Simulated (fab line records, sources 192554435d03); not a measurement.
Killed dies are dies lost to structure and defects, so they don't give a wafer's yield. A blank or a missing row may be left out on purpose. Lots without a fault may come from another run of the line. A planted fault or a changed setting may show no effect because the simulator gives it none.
Which tool did it? | flow n5_finfet | 10 lots, 30 wafers sampled, at 5 steps of a route of 1938

WHAT THE GAUGES READ, wafer by wafer
N5_BEOL_M1_INSPECT_59: inspects for defects (darkfield).
lot  | measured     | on                | raw_defect_count
L236 | day 7 10:52  | defect_inspect-01 | 74 45 57
L237 | day 7 18:13  | defect_inspect-02 | 80 98 68
L238 | day 8 06:06  | defect_inspect-01 | 68 65 63
L240 | day 8 21:02  | defect_inspect-01 | 104 79 115
L242 | day 8 23:26  | defect_inspect-02 | 101 145 103
L244 | day 9 13:38  | defect_inspect-01 | 75 85 67
L245 | day 9 20:21  | defect_inspect-02 | 53 38 35
L246 | day 10 05:57 | defect_inspect-02 | 100 124 62
L250 | day 11 15:43 | defect_inspect-01 | 1488 1529 1470
L254 | day 12 16:10 | defect_inspect-01 | 1510 1490 1435

WHICH TOOL RAN EACH LOT (tool, then ch and the chambers of the sampled wafers, then the start)
lot  | N5_BEOL_M1_SPUTTER_90        | N5_BEOL_M1_SPUTTER_92        | N5_BEOL_M1_ANNEAL_93         | N5_BEOL_M1_PRE_CLEAN_60
L236 | pvd_sputter-01, day 7 09:08  | pvd_sputter-01, day 7 09:21  | pvd_sputter-01, day 7 09:26  | cvd_co-02 ch 0,1,2, day 7 10:37
L237 | pvd_sputter-01, day 7 16:28  | pvd_sputter-01, day 7 16:41  | pvd_sputter-01, day 7 16:46  | cvd_co-02 ch 0,1, day 7 17:58
L238 | pvd_sputter-03, day 8 04:22  | pvd_sputter-03, day 8 04:35  | pvd_sputter-03, day 8 04:40  | cvd_co-01 ch 1,2, day 8 05:51
L240 | pvd_sputter-02, day 8 19:05  | pvd_sputter-02, day 8 19:18  | pvd_sputter-02, day 8 19:23  | cvd_co-02 ch 2, day 8 20:43
L242 | pvd_sputter-01, day 8 21:41  | pvd_sputter-01, day 8 21:54  | pvd_sputter-01, day 8 21:59  | cvd_co-01 ch 0,1,2, day 8 23:11
L244 | pvd_sputter-03, day 9 11:53  | pvd_sputter-03, day 9 12:06  | pvd_sputter-03, day 9 12:11  | cvd_co-01 ch 0,1, day 9 13:22
L245 | pvd_sputter-03, day 9 18:35  | pvd_sputter-03, day 9 18:48  | pvd_sputter-03, day 9 18:53  | cvd_co-02 ch 0,2, day 9 20:04
L246 | pvd_sputter-03, day 10 04:13 | pvd_sputter-03, day 10 04:26 | pvd_sputter-03, day 10 04:31 | cvd_co-01 ch 0,2, day 10 05:42
L250 | pvd_sputter-03, day 11 13:58 | pvd_sputter-03, day 11 14:11 | pvd_sputter-03, day 11 14:16 | cvd_co-01 ch 0,1,2, day 11 15:28
L254 | pvd_sputter-03, day 12 14:25 | pvd_sputter-03, day 12 14:38 | pvd_sputter-03, day 12 14:43 | cvd_co-01 ch 0,2, day 12 15:55
- N5_BEOL_M1_SPUTTER_90: material Cu, target thk 4.5 nm, time 8.29 s.
- N5_BEOL_M1_SPUTTER_92: material Cu, target thk 4.5 nm, time 8.29 s.
- N5_BEOL_M1_ANNEAL_93: time 240 s.
- N5_BEOL_M1_PRE_CLEAN_60: time 15 s.

THE ANSWER, worked out from the rows above alone
Rule: what is usual is taken from the lots themselves. Put in order of their means at a reading, lots are off if they are a third of the lots or fewer, leave a main group of 4 or more, and stand apart from it by a gap of 3 or more times the standard deviation of the main group's means; of several such gaps the widest counts. A main group whose means are all the same, to the digits that the tables above print for the reading, isn't used. A lot without any number at a reading at which 4 lots or more have one is off too. The other lots that the step has rows for count as sound.
Off: L250, L254, at N5_BEOL_M1_INSPECT_59 (raw_defect_count). The main group: mean 79, standard deviation 23.
A tool fits if, at a process step before that reading, it ran every lot that is off, and no sound lot after the first of them. The gauges at N5_BEOL_M1_INSPECT_59 are tried like those tools. Can't be told from this: 3 tools fit, pvd_sputter-03 at N5_BEOL_M1_SPUTTER_90 and N5_BEOL_M1_SPUTTER_92 and N5_BEOL_M1_ANNEAL_93, cvd_co-01 at N5_BEOL_M1_PRE_CLEAN_60, defect_inspect-01 at N5_BEOL_M1_INSPECT_59.

WHAT THE SIMULATOR HAD PUT IN
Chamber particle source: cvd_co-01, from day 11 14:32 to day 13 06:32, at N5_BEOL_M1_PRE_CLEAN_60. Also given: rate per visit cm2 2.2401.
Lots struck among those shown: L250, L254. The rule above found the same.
